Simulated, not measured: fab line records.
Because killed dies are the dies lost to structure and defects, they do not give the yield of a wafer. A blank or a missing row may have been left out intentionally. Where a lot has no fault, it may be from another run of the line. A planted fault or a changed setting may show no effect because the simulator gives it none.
fab line records	flow n5-finfet
[record] lots = 6	wafers = 18	last-day = 18
route steps=1938 shown FIN_SAQP@96 BEOL_M4@1111 PASSIVATION@1936
lots that met no fault: taken from a fault-free run of the same line
start-h: hours from the record's first day to the start of the lot's first wafer shown	wait-h: time in hours since the lot's previous step	" unchanged from the row above	L1.1+2: a single row standing in for several wafers	- either no value or no given start	* or withheld: withheld	< > ~ a bound
route shown NAME@n: names a module that has steps shown in the file, with the first one's number in the route	usual: the fault-free wafers' mean and standard deviation	same: alike in all rows	chamber/n: place in a boat	sites: each site's reading	_std_site: the standard deviation of these	_edge_site: the outer-site mean with the inner-site mean subtracted	radius-mm: for every site, how far away it sits from the centre of the wafer	mask NAME#n: copy n	behind: the tool/chamber that last shaped the wafer	hold: the reason the lot was held/the length of the hold in hours/how it ended	device: the transistor (n, p or np) that didn't switch	end of line: the same wafers' tests at the end of the route	step lacking rows: just its recipe	killed: dies lost to structure and defects at the first sort, not the wafer's yield	map: a wafer's dies, x killed, . not, _ none there
set.NAME: setting as actually run; set.NAME@STEP: the setting as run at that earlier step	model.NAME: the simulator's own value behind a step, which no gauge read
lots at some steps of the route; a table a step, a row a wafer
services: when a tool's chamber went out of use (start-h, in hours from the record's first day, below 0 if earlier), for how many hours, and the reason
[[steps]]
[step N5_FIN_SAQP_HM_DEP_03]
[recipe] material = SiNx	target-thk-a = 380	temp-c = 400	precursor = SiH4/NH3/N2	pressure-torr = 1.5	rf-w = 300	time-s = 33.6
[usual] chamber-pressure-Torr = 1.500/0.0031	heater-power-w = 726/110	showerhead-plenum-p-Torr = 5.14/0.078	throttle-valve-pct = 40.7/2.2
lot.wafer	tool	chamber	start-h	wait-h	chamber-pressure-Torr	heater-power-w	showerhead-plenum-p-Torr	throttle-valve-pct
L615.1	pecvd-01	1	39.07	0.2	1.498	580	5.21	39.9
L615.3	"	0	"	"	1.500	720	5.03	40.7
L615.5	"	0	"	"	1.497	699	5.02	41.0
L625.1	pecvd-01	2	100.70	0.2	1.503	976	5.22	37.1
L625.3	"	1	"	"	1.494	637	5.21	39.8
L625.4	"	0	"	"	1.506	726	5.04	41.3
L626.2	pecvd-03	0	104.29	0.2	1.504	848	5.04	40.3
L626.4	"	0	"	"	1.502	862	5.05	40.7
L626.6	"	1	"	"	1.498	660	5.10	44.9
L628.2	pecvd-02	2	116.49	0.2	1.502	698	5.26	42.7
L628.3	"	1	"	"	1.497	755	5.12	42.6
L628.4	"	2	"	"	1.503	718	5.25	42.7
L634.2	pecvd-02	0	153.58	0.2	1.495	644	5.15	39.7
L634.3	"	2	"	"	1.497	666	5.25	42.7
L634.4	"	1	"	"	1.501	689	5.12	42.2
L635.1	pecvd-01	1	159.75	0.2	1.498	645	5.19	39.9
L635.2	"	2	"	"	1.495	886	5.23	37.6
L635.3	"	0	"	"	1.499	823	5.03	41.2
[step N5_FIN_SAQP_THK_MEAS_05]
[usual] thk-nm = 37.8/0.66
lot.wafer	tool	chamber	start-h	wait-h	thk-nm
L615.1	film-metro-01	-	39.15	0.1	37.5
L615.3	"	-	"	"	38.1
L615.5	"	-	"	"	38.6
L625.1	film-metro-01	-	100.78	0.1	36.7
L625.3	"	-	"	"	37.3
L625.4	"	-	"	"	38.4
L626.2	film-metro-02	-	104.37	0.1	38.3
L626.4	"	-	"	"	38.2
L626.6	"	-	"	"	39.0
L628.2	film-metro-01	-	116.58	0.1	37.2
L628.3	"	-	"	"	38.7
L628.4	"	-	"	"	37.9
L634.2	film-metro-01	-	153.66	0.1	38.2
L634.3	"	-	"	"	36.9
L634.4	"	-	"	"	38.3
L635.1	film-metro-01	-	159.84	0.1	36.8
L635.2	"	-	"	"	36.1
L635.3	"	-	"	"	36.7
[step N5_FIN_SAQP_PECVD_47]
[recipe] material = a-Si	target-thk-a = 450	temp-c = 400	precursor = SiH4/He	pressure-torr = 3	rf-w = 100	time-s = 36.3
[usual] chamber-pressure-Torr = 2.999/0.006	heater-power-w = 800/120	showerhead-plenum-p-Torr = 5.66/0.056	throttle-valve-pct = 18.5/1
lot.wafer	tool	chamber	start-h	wait-h	chamber-pressure-Torr	heater-power-w	showerhead-plenum-p-Torr	throttle-valve-pct
L615.1	pecvd-03	0	39.19	0.0	2.993	968	5.61	18.4
L615.3	"	0	"	"	2.999	962	5.60	18.5
L615.5	"	0	"	"	3.000	950	5.61	18.2
L625.1	pecvd-02	2	100.82	0.0	3.004	770	5.76	19.2
L625.3	"	1	"	"	3.001	793	5.65	19.0
L625.4	"	2	"	"	2.996	760	5.75	19.5
L626.2	pecvd-02	0	104.41	0.0	3.012	617	5.66	18.0
L626.4	"	0	"	"	3.007	617	5.67	17.9
L626.6	"	1	"	"	3.013	814	5.65	19.3
L628.2	pecvd-01	1	116.62	0.0	3.007	611	5.71	18.1
L628.3	"	2	"	"	2.996	1000	5.72	17.0
L628.4	"	1	"	"	2.999	646	5.72	18.3
L634.2	pecvd-03	1	153.70	0.0	2.989	739	5.64	20.6
L634.3	"	2	"	"	3.006	797	5.59	17.2
L634.4	"	0	"	"	3.006	904	5.59	18.5
L635.1	pecvd-01	1	159.88	0.0	2.994	674	5.72	18.2
L635.2	"	0	"	"	2.990	854	5.58	18.7
L635.3	"	2	"	"	2.984	966	5.72	17.2
[step N5_FIN_SAQP_PECVD_48]
[recipe] material = SiNx	target-thk-a = 250	temp-c = 400	precursor = SiH4/NH3/N2	pressure-torr = 1.5	rf-w = 300	time-s = 22.1
[usual] chamber-pressure-Torr = 1.500/0.0032	heater-power-w = 732/130	showerhead-plenum-p-Torr = 5.13/0.075	throttle-valve-pct = 40.6/2.3
lot.wafer	tool	chamber	start-h	wait-h	chamber-pressure-Torr	heater-power-w	showerhead-plenum-p-Torr	throttle-valve-pct
L615.1	pecvd-03	0	39.25	0.0	1.503	832	5.06	40.5
L615.3	"	0	"	"	1.502	880	5.06	40.0
L615.5	"	0	"	"	1.502	871	5.05	40.1
L625.1	pecvd-02	2	100.86	0.0	1.498	717	5.26	42.6
L625.3	"	1	"	"	1.505	782	5.12	42.1
L625.4	"	2	"	"	1.501	699	5.26	42.5
L626.2	pecvd-02	0	104.45	0.0	1.507	559	5.13	39.5
L626.4	"	0	"	"	1.503	544	5.13	39.8
L626.6	"	1	"	"	1.500	736	5.13	42.3
L628.2	pecvd-01	1	116.66	0.0	1.492	564	5.23	40.0
L628.3	"	2	"	"	1.505	976	5.23	37.5
L628.4	"	1	"	"	1.499	561	5.21	39.8
L634.2	pecvd-03	1	153.74	0.0	1.500	550	5.09	45.1
L634.3	"	2	"	"	1.493	756	5.04	38.0
L634.4	"	0	"	"	1.501	838	5.04	40.7
L635.1	pecvd-01	1	159.92	0.0	1.498	608	5.20	40.2
L635.2	"	0	"	"	1.501	744	5.02	41.2
L635.3	"	2	"	"	1.499	963	5.22	37.5
[step N5_FIN_SAQP_PECVD_06]
[recipe] material = a-Si	target-thk-a = 600	temp-c = 400	precursor = SiH4/He	pressure-torr = 3	rf-w = 100	time-s = 48.1
[usual] chamber-pressure-Torr = 3.000/0.0066	heater-power-w = 806/120	showerhead-plenum-p-Torr = 5.66/0.056	throttle-valve-pct = 18.5/1
lot.wafer	tool	chamber	start-h	wait-h	chamber-pressure-Torr	heater-power-w	showerhead-plenum-p-Torr	throttle-valve-pct
L615.1	pecvd-03	0	39.31	0.0	2.990	792	5.61	18.6
L615.3	"	0	"	"	3.005	794	5.61	18.3
L615.5	"	0	"	"	3.010	831	5.59	18.6
L625.1	pecvd-02	2	100.90	0.0	2.988	770	5.76	19.4
L625.3	"	1	"	"	2.999	803	5.65	19.4
L625.4	"	2	"	"	3.008	782	5.76	19.3
L626.2	pecvd-02	0	104.49	0.0	3.006	624	5.65	18.0
L626.4	"	0	"	"	2.999	629	5.66	18.0
L626.6	"	1	"	"	3.003	840	5.65	19.1
L628.2	pecvd-01	1	116.70	0.0	2.993	641	5.72	18.3
L628.3	"	2	"	"	2.995	1089	5.72	17.0
L628.4	"	1	"	"	2.999	630	5.71	18.4
L634.2	pecvd-03	1	153.78	0.0	3.002	737	5.65	20.6
L634.3	"	2	"	"	2.996	821	5.61	17.1
L634.4	"	0	"	"	3.000	896	5.61	18.6
L635.1	pecvd-01	1	159.96	0.0	2.998	731	5.74	18.2
L635.2	"	0	"	"	2.993	809	5.59	18.7
L635.3	"	2	"	"	2.999	1048	5.72	16.9
[step N5_FIN_SAQP_THK_MEAS_07]
[usual] thk-nm = 59.7/0.88
lot.wafer	tool	chamber	start-h	wait-h	thk-nm
L615.1	film-metro-02	-	39.43	0.1	59.8
L615.3	"	-	"	"	61.0
L615.5	"	-	"	"	61.3
L625.1	film-metro-01	-	100.99	0.1	59.4
L625.3	"	-	"	"	59.2
L625.4	"	-	"	"	60.4
L626.2	film-metro-02	-	104.58	0.1	59.0
L626.4	"	-	"	"	59.4
L626.6	"	-	"	"	59.4
L628.2	film-metro-01	-	116.79	0.1	59.5
L628.3	"	-	"	"	59.3
L628.4	"	-	"	"	60.9
L634.2	film-metro-02	-	153.87	0.1	60.4
L634.3	"	-	"	"	59.6
L634.4	"	-	"	"	61.9
L635.1	film-metro-01	-	160.05	0.1	60.4
L635.2	"	-	"	"	59.8
L635.3	"	-	"	"	59.6
[step N5_FIN_SAQP_HM_DEP_72]
[recipe] material = SiO2	target-thk-a = 120	temp-c = 400	precursor = SiH4/N2O	pressure-torr = 0.75	rf-w = 275	time-s = 7.2
[usual] chamber-pressure-Torr = 0.7499/0.0015	heater-power-w = 737/110	showerhead-plenum-p-Torr = 8.12/0.15
lot.wafer	tool	chamber	start-h	wait-h	chamber-pressure-Torr	heater-power-w	showerhead-plenum-p-Torr
L615.1	pecvd-02	1	39.47	0.0	0.7475	791	8.10
L615.3	"	0	"	"	0.7486	595	8.15
L615.5	"	2	"	"	0.7514	717	8.38
L625.1	pecvd-03	0	101.03	0.0	0.7499	854	7.99
L625.3	"	2	"	"	0.7502	757	7.96
L625.4	"	1	"	"	0.7481	588	8.05
L626.2	pecvd-03	1	104.62	0.0	0.7526	640	8.09
L626.4	"	0	"	"	0.7495	870	7.97
L626.6	"	1	"	"	0.7490	635	8.09
L628.2	pecvd-03	1	116.82	0.0	0.7482	588	8.08
L628.3	"	2	"	"	0.7503	745	7.97
L628.4	"	1	"	"	0.7479	596	8.10
L634.2	pecvd-03	2	153.91	0.0	0.7490	684	7.95
L634.3	"	0	"	"	0.7484	871	7.98
L634.4	"	0	"	"	0.7494	849	7.97
L635.1	pecvd-01	1	160.08	0.0	0.7497	598	8.27
L635.2	"	0	"	"	0.7509	693	7.92
L635.3	"	2	"	"	0.7495	1028	8.29
[step N5_FIN_SAQP_COAT_49]
[recipe] resist = SOC	temp-c = 250	time-s = 60	spin-rpm = 1500	resist-thk-nm = 100
[step N5_FIN_SAQP_COAT_50]
[recipe] resist = SiARC	temp-c = 220	time-s = 60	spin-rpm = 1500	resist-thk-nm = 35
[step N5_FIN_SAQP_COAT_10]
[recipe] resist = CAR-ArF	spin-rpm = 1500	resist-thk-nm = 90
[step N5_FIN_SAQP_EBR_12]
[recipe] solvent = PGMEA	ebr-width-mm = 1.5
[step N5_FIN_SAQP_SOFTBAKE_11]
[recipe] temp-c = 110	time-s = 60	resist = CAR-ArF
[step N5_FIN_SAQP_EXPOSE_13]
[recipe] mask-id = FIN_CORE	na = 1.35	source-shape = dipole	sigma-inner = 0.538	sigma-outer = 0.738	polarization = te	target-cd-nm = 35.6	dose-mj = 63.25
[usual] exposure-dose-mJ-cm2 = 63.24/0.064
[same] dipole-opening-deg = 40	na = 1.35
lot.wafer	tool	chamber	start-h	wait-h	mask	exposure-dose-mJ-cm2
L615.1	arfi-scanner-02	0	39.78	-	FIN_CORE#0	63.14
L615.3	"	0	"	"	FIN_CORE#0	63.13
L615.5	"	0	"	"	FIN_CORE#0	63.17
L625.1	arfi-scanner-02	0	101.22	-	FIN_CORE#0	65.33
L625.3	"	0	"	"	FIN_CORE#0	65.46
L625.4	"	0	"	"	FIN_CORE#0	65.42
L626.2	arfi-scanner-02	0	104.82	-	FIN_CORE#0	65.00
L626.4	"	0	"	"	FIN_CORE#0	65.02
L626.6	"	0	"	"	FIN_CORE#0	65.07
L628.2	arfi-scanner-03	0	117.03	-	FIN_CORE#0	63.22
L628.3	"	0	"	"	FIN_CORE#0	63.20
L628.4	"	0	"	"	FIN_CORE#0	63.33
L634.2	arfi-scanner-01	0	154.23	-	FIN_CORE#0	63.31
L634.3	"	0	"	"	FIN_CORE#0	63.28
L634.4	"	0	"	"	FIN_CORE#0	63.32
L635.1	arfi-scanner-01	0	160.28	-	FIN_CORE#0	63.16
L635.2	"	0	"	"	FIN_CORE#0	63.23
L635.3	"	0	"	"	FIN_CORE#0	63.13
[step N5_FIN_SAQP_PEB_14]
[recipe] peb-temp-c = withheld	peb-time-s = 60	resist = CAR-ArF
[step N5_BEOL_M4_RC_MEAS_101]
[usual] DIBL_N = 36.6/2.3	DIBL_P = 36.3/2.8	IOFF_N = 0.17/0.047	IOFF_P = 0.22/0.048	ION_N = 676/14	ION_P = 463/9.4	SS_N = 71.6/0.84	SS_P = 73.4/0.85	VT_N = 249/3.7	VT_P = -249/3.6
lot.wafer	tool	chamber	start-h	wait-h	DIBL_N[mV/V]	DIBL_P[mV/V]	IOFF_N[nA/um]	IOFF_P[nA/um]	ION_N[uA/um]	ION_P[uA/um]	SS_N[mV/dec]	SS_P[mV/dec]	VT_N[mV]	VT_P[mV]
L615.1	prober-01	0	183.33	0.0	35.9	34.7	0.16	0.20	691	464	70.7	72.9	249	-248
L615.3	"	0	"	"	39.2	38.5	0.23	0.25	702	476	72.1	73.2	243	-248
L615.5	"	0	"	"	41.1	41.0	0.27	0.30	691	461	72.4	74.5	242	-246
L625.1	prober-01	0	243.52	0.0	36.0	35.1	0.15	0.20	676	462	71.3	73.4	250	-252
L625.3	"	0	"	"	41.3	41.1	0.26	0.30	685	468	72.4	74.3	244	-248
L625.4	"	0	"	"	39.0	39.0	0.19	0.26	672	463	71.7	74.2	248	-247
L626.2	prober-02	0	245.93	0.2	35.8	36.9	0.15	0.19	660	454	71.5	72.7	250	-253
L626.4	"	0	"	"	37.9	39.3	0.18	0.22	682	467	72.7	73.5	248	-248
L626.6	"	0	"	"	36.3	37.8	0.14	0.21	660	455	71.0	73.5	256	-251
L628.2	prober-01	0	256.45	0.2	34.3	34.3	0.13	0.18	665	457	70.6	73.0	250	-250
L628.3	"	0	"	"	33.8	32.4	0.12	0.16	669	463	71.2	72.7	255	-253
L628.4	"	0	"	"	33.8	33.4	0.12	0.17	647	445	71.3	72.8	256	-252
L634.2	prober-01	0	309.97	0.2	39.6	39.5	0.21	0.24	679	456	72.4	75.8	249	-250
L634.3	"	0	"	"	35.6	33.8	0.14	0.17	671	456	71.0	74.0	250	-251
L634.4	"	0	"	"	39.6	40.1	0.22	0.25	686	463	71.7	74.7	244	-249
L635.1	prober-02	0	310.00	0.0	38.8	39.8	0.25	0.30	695	471	72.7	74.7	243	-244
L635.2	"	0	"	"	33.5	34.2	0.13	0.19	691	475	71.0	73.2	251	-252
L635.3	"	0	"	"	37.5	35.8	0.20	0.21	659	451	73.5	72.6	251	-249
[step N5_PASSIVATION_PROBE_49]
[usual] defect-limited-yield = 91.5/1.5	killed_at_M0_to_M3 = 33/9.9	killed_at_M4_up = 14/5.2	killed-at-contacts = 11/5.2	killed-at-front-end = 38/10	killed-at-other = 4/3.5	killed-dies = 100/18	killed-open = 66/14	killed-short = 32/6.9	sort_bin_4_leakage = 0.00/0.027	sort_bin_5_function = 5.0/1	sort_bin_6_memory = 3.1/0.69	sort-n-pass = 1080/18	sort-yield-pct = 91.5/1.5
[same] gross-dies = 1180	killed-at-back-side = 0	sort_bin_8_speed[%] = 0
lot.wafer	tool	chamber	start-h	wait-h	defect-limited-yield[%]	killed_at_M0_to_M3	killed_at_M4_up	killed-at-contacts	killed-at-front-end	killed-at-other	killed-dies	killed-open	killed-short	sort_bin_4_leakage[%]	sort_bin_5_function[%]	sort_bin_6_memory[%]	sort-n-pass	sort-yield-pct[%]
L615.1	prober-01	-	292.65	0.0	89.8	44	12	16	47	1	120	82	36	0	5.9	3.9	1060	89.8
L615.3	prober-01	-	292.75	0.1	94.0	21	9	12	27	2	71	47	23	0	3.5	2.2	1109	94.0
L615.5	prober-01	-	292.85	0.2	93.2	25	13	11	24	7	80	63	16	0.17	4.2	2.5	1098	93.1
L625.1	prober-02	-	351.64	0.0	92.9	34	19	5	25	1	84	50	33	0	4.9	2.0	1096	92.9
L625.3	prober-02	-	351.74	0.1	91.7	23	9	9	44	13	98	62	23	0	5.0	2.5	1082	91.7
L625.4	prober-02	-	351.79	0.2	90.3	52	17	7	34	4	114	75	37	0	6.3	3.4	1066	90.3
L626.2	prober-02	-	360.08	0.1	92.5	24	15	8	39	3	89	54	35	0	4.7	2.6	1091	92.5
L626.4	prober-02	-	360.18	0.2	91.9	22	11	11	36	15	95	60	34	0	5.0	2.5	1085	91.9
L626.6	prober-02	-	360.28	0.3	93.5	17	6	8	39	7	77	45	32	0	3.3	3.1	1103	93.5
L628.4	prober-01	-	365.37	0.2	93.9	16	16	8	29	3	72	47	23	0	4.0	2.1	1108	93.9
L635.1	prober-02	-	417.01	0.6	90.3	26	26	19	38	5	114	78	32	0	5.3	4.2	1066	90.3
L635.2	prober-02	-	417.06	0.6	90.4	30	21	8	50	4	113	76	37	0	5.7	3.7	1067	90.4
L635.3	prober-02	-	417.11	0.7	90.3	36	20	9	45	4	114	69	45	0	5.3	4.1	1066	90.3
L634.2	prober-01	-	421.66	0.1	91.5	37	9	14	39	1	100	76	24	0	4.5	3.6	1080	91.5
L634.3	prober-01	-	421.71	0.1	89.6	47	11	17	41	7	123	83	40	0	5.3	4.7	1057	89.6
L634.4	prober-01	-	421.76	0.2	90.4	37	17	15	42	2	113	79	32	0	5.8	3.6	1067	90.4
// killed by level:class
L615.1 STI_FIN_REVEAL:geometric-particle:open=15 MOL_CONTACT_COAG:geometric-particle:open=13 BEOL_M0_SAQP:geometric-particle:short=12 FIN_SAQP:geometric-particle:open=11 BEOL_M2:geometric-particle:open=10 BEOL_M1:geometric-particle:open=9 FIN_SAQP:geometric-particle:short=8 BEOL_M8:geometric-particle:open=7
L615.3 MOL_CONTACT_COAG:geometric-particle:open=12 FIN_SAQP:geometric-particle:short=6 STI_FIN_REVEAL:geometric-particle:open=5 BEOL_M1:geometric-particle:open=5 BEOL_M0_SAQP:geometric-particle:short=5 FIN_SAQP:geometric-particle:open=4 GATE_CUT:geometric-particle:short=4 BEOL_M0_SAQP:geometric-particle:open=3
L615.5 STI_FIN_REVEAL:geometric-particle:open=10 MOL_CONTACT_COAG:geometric-particle:open=10 BEOL_M0_SAQP:geometric-particle:open=8 BEOL_M2:geometric-particle:open=6 BEOL_M0_SAQP:geometric-particle:short=5 PAD_METAL:geometric-particle:open=4 FIN_SAQP:geometric-particle:short=3 BEOL_M6:geometric-particle:open=3
L625.1 BEOL_M0_SAQP:geometric-particle:short=10 BEOL_M2:geometric-particle:open=9 BEOL_M4:geometric-particle:open=7 BEOL_M1:geometric-particle:open=7 FIN_SAQP:geometric-particle:short=6 MOL_CONTACT_COAG:geometric-particle:open=5 ILD0:geometric-particle:open=4 BEOL_M8:geometric-particle:open=4
L625.3 HKMG_FIN:area-etch=10 STI_FIN_REVEAL:geometric-particle:open=9 BEOL_M1:geometric-particle:open=7 MOL_CONTACT_COAG:geometric-particle:open=6 BEOL_M0_SAQP:geometric-particle:open=6 PASS1_CAP:geometric-particle:open=6 FIN_SAQP:geometric-particle:short=4 ILD0:geometric-particle:open=4
L625.4 BEOL_M3:geometric-particle:open=12 BEOL_M4:geometric-particle:open=11 BEOL_M0:geometric-particle:open=9 GATE_CUT:geometric-particle:short=8 BEOL_M1:geometric-particle:open=8 FIN_SAQP:geometric-particle:open=6 BEOL_M0_SAQP:geometric-particle:short=6 BEOL_M1:geometric-particle:short=6
L626.2 FIN_SAQP:geometric-particle:short=6 STI_FIN_REVEAL:geometric-particle:open=6 DUMMY_GATE:geometric-particle:open=6 BEOL_M4:geometric-particle:open=6 MOL_CONTACT_COAG:geometric-particle:open=5 BEOL_M3:geometric-particle:short=5 FIN_SAQP:geometric-particle:open=4 GATE_CUT:geometric-particle:open=4
L626.4 MOL_CONTACT_COAG:geometric-particle:open=8 FIN_SAQP:geometric-particle:short=5 STI_FIN_REVEAL:geometric-particle:open=5 BEOL_M2:geometric-particle:open=5 BEOL_M4:geometric-particle:open=5 FIN_SAQP:geometric-particle:open=4 GATE_CUT:geometric-particle:short=4 BEOL_M0_SAQP:geometric-particle:short=4
L626.6 FIN_SAQP:geometric-particle:short=7 BEOL_M2:geometric-particle:open=7 GATE_CUT:geometric-particle:short=6 MOL_CONTACT_COAG:geometric-particle:open=6 STI_FIN_REVEAL:geometric-particle:open=5 STARTING-WAFER:geometric-particle:open=5 ILD0:geometric-particle:short=4 FIN_SAQP:geometric-particle:open=3
L628.4 MOL_CONTACT_COAG:geometric-particle:open=6 DUMMY_GATE:geometric-particle:open=5 STI_FIN_REVEAL:geometric-particle:open=4 ILD0:geometric-particle:open=4 BEOL_M0_SAQP:geometric-particle:open=4 BEOL_M4:geometric-particle:short=4 BEOL_M5:geometric-particle:open=4 FIN_SAQP:geometric-particle:open=3
L635.1 FIN_SAQP:geometric-particle:open=17 MOL_CONTACT_COAG:geometric-particle:open=16 BEOL_M4:geometric-particle:open=9 BEOL_M4:geometric-particle:short=7 BEOL_M1:geometric-particle:open=6 BEOL_M0_SAQP:geometric-particle:open=4 BEOL_M0_SAQP:geometric-particle:short=4 PASS1_DEP:geometric-particle:open=4
L635.2 STI_FIN_REVEAL:geometric-particle:open=13 BEOL_M0_SAQP:geometric-particle:open=12 BEOL_M4:geometric-particle:open=10 FIN_SAQP:geometric-particle:open=9 FIN_SAQP:geometric-particle:short=8 BEOL_M0_SAQP:geometric-particle:short=8 MOL_CONTACT_COAG:geometric-particle:open=7 BEOL_M4:geometric-particle:short=6
L635.3 FIN_SAQP:geometric-particle:open=16 BEOL_M2:geometric-particle:open=8 FIN_SAQP:geometric-particle:short=7 BEOL_M4:geometric-particle:open=7 GATE_CUT:geometric-particle:open=6 BEOL_M0_SAQP:geometric-particle:short=6 BEOL_M3:geometric-particle:open=6 BEOL_M4:geometric-particle:short=6
L634.2 STI_FIN_REVEAL:geometric-particle:open=12 BEOL_M3:geometric-particle:open=12 MOL_CONTACT_COAG:geometric-particle:open=10 DUMMY_GATE:geometric-particle:open=9 BEOL_M0_SAQP:geometric-particle:open=8 BEOL_M2:geometric-particle:open=8 GATE_CUT:geometric-particle:short=4 MOL_CONTACT_COAG:geometric-particle:short=4
L634.3 BEOL_M3:geometric-particle:open=15 MOL_CONTACT_COAG:geometric-particle:open=15 FIN_SAQP:geometric-particle:open=14 BEOL_M0_SAQP:geometric-particle:open=10 BEOL_M3:geometric-particle:short=7 FIN_SAQP:geometric-particle:short=6 BEOL_M0_SAQP:geometric-particle:short=6 STARTING-WAFER:geometric-particle:short=5
L634.4 MOL_CONTACT_COAG:geometric-particle:open=13 STI_FIN_REVEAL:geometric-particle:open=11 BEOL_M3:geometric-particle:open=11 FIN_SAQP:geometric-particle:open=7 FIN_SAQP:geometric-particle:short=6 BEOL_M0_SAQP:geometric-particle:short=6 BEOL_M2:geometric-particle:open=6 BEOL_M3:geometric-particle:short=5
[[services]]
tool	chamber	start-h	hours	kind
arfi-scanner-02	-	18.19	1.0	pm
pecvd-03	2	21.12	-	clean
pecvd-03	2	21.12	-	consumable-replace:showerhead
pecvd-03	2	21.12	29.0	scheduled-down
pecvd-03	2	21.12	29.0	vent-cycle
pecvd-03	-	26.43	0.7	repair
arfi-scanner-02	-	37.74	1.0	repair
arfi-scanner-02	-	41.19	1.3	pm
arfi-scanner-03	-	58.35	1.0	pm
arfi-scanner-03	-	61.98	1.0	pm
pecvd-02	0	63.30	5.5	scheduled-down
arfi-scanner-02	-	64.94	0.8	pm
arfi-scanner-03	-	74.18	0.8	pm
arfi-scanner-01	-	78.90	0.8	pm
arfi-scanner-03	0	81.74	-	calibration
arfi-scanner-01	-	103.76	1.3	pm
pecvd-01	1	105.05	5.5	scheduled-down
arfi-scanner-03	-	107.00	1.3	pm
pecvd-01	-	112.20	0.3	repair
pecvd-02	2	125.40	18.7	repair
arfi-scanner-01	0	146.93	-	calibration
pecvd-03	2	148.46	2.1	scheduled-down
arfi-scanner-01	-	149.11	3.5	repair
arfi-scanner-02	-	149.97	1.0	pm
[[key]]
[first-sign] step = N5_FIN_SAQP_EXPOSE_13	reading = exposure-dose-mJ-cm2	direction = up	sigmas = 31	usual = 63.24	struck = 65.22
effect none on later readings
met-at N5_FIN_SAQP_EXPOSE_13
struck-wafers L625.1,L625.3,L625.4,L626.2,L626.4,L626.6
[loop-trim] step = N5_FIN_SAQP_EXPOSE_13	setting = dose	lots = L626
[baseline-loss] step = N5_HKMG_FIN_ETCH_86	wafers = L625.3
onset-between 39.78 101.22
[fault] kind = process-parameter-drift	tool = arfi-scanner-02	chamber = -	onset-h = 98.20	steps = N5_FIN_SAQP_EXPOSE_13	channel = dose-mj	offset = 2.2408	shape = step	acts-in = these-recipes-only	stated = 63.25
// loop-trim: a control loop set the setting to another value than it would have without faults
// baseline-loss: these wafers lose ten dies or more at that step, a loss of the line's own and not of a fault; the sort's usual values leave them out
